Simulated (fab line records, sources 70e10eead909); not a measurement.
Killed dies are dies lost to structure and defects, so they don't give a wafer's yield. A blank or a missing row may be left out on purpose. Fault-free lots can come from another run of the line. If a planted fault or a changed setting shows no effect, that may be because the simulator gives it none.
Matching of chambers / flow nand-harc / NHARC_A_CONTACT_DESCUM_47 on rie-diel-12 has 4 sister chambers
The step chemistry O2, time 3 s. 4 wafers are shown with their chamber, then 12 later ones without.

## EACH WAFER AND ITS CHAMBER
wafer=L083.1; chamber=3; showerhead-plenum-p-Torr (Torr)=2.00
wafer=L088.3; chamber=0; showerhead-plenum-p-Torr (Torr)=1.89
wafer=L088.4; chamber=2; showerhead-plenum-p-Torr (Torr)=2.04
wafer=L088.6; chamber=1; showerhead-plenum-p-Torr (Torr)=1.97

## WAFERS WHOSE CHAMBER IS MISSING
wafer=L092.1; showerhead-plenum-p-Torr (Torr)=2.00
wafer=L092.3; showerhead-plenum-p-Torr (Torr)=1.89
wafer=L092.4; showerhead-plenum-p-Torr (Torr)=1.97
wafer=L096.1; showerhead-plenum-p-Torr (Torr)=1.97
wafer=L096.3; showerhead-plenum-p-Torr (Torr)=1.88
wafer=L096.5; showerhead-plenum-p-Torr (Torr)=2.00
wafer=L095.2; showerhead-plenum-p-Torr (Torr)=1.97
wafer=L095.4; showerhead-plenum-p-Torr (Torr)=1.88
wafer=L095.6; showerhead-plenum-p-Torr (Torr)=2.03
wafer=L097.1; showerhead-plenum-p-Torr (Torr)=2.00
wafer=L097.2; showerhead-plenum-p-Torr (Torr)=1.97
wafer=L097.3; showerhead-plenum-p-Torr (Torr)=2.03

## CHAMBER TAKEN BY EACH
wafer=L092.1; from the rows above=3; in truth=3
wafer=L092.3; from the rows above=0; in truth=0
wafer=L092.4; from the rows above=1; in truth=1
wafer=L096.1; from the rows above=1; in truth=1
wafer=L096.3; from the rows above=0; in truth=0
wafer=L096.5; from the rows above=3; in truth=3
wafer=L095.2; from the rows above=1; in truth=1
wafer=L095.4; from the rows above=0; in truth=0
wafer=L095.6; from the rows above=2; in truth=2
wafer=L097.1; from the rows above=3; in truth=3
wafer=L097.2; from the rows above=1; in truth=1
wafer=L097.3; from the rows above=2; in truth=2
12 of 12 placed correctly. Not placeable from these rows: 0. Number placed wrongly: 0.
How it was worked out, from the rows above alone: a wafer's distance from a chamber is the root of the sum, over the readings, of the square of ((its reading less the chamber's mean) divided by the reading's scatter). The wafer belongs to the nearest chamber; if the next one is less than 2 further off, it can't be placed. The mean given for a chamber averages the wafers shown for that chamber. The scatter: with one shown wafer a chamber, the root of the mean of the squares of how far each hidden wafer lies from its nearest shown one.
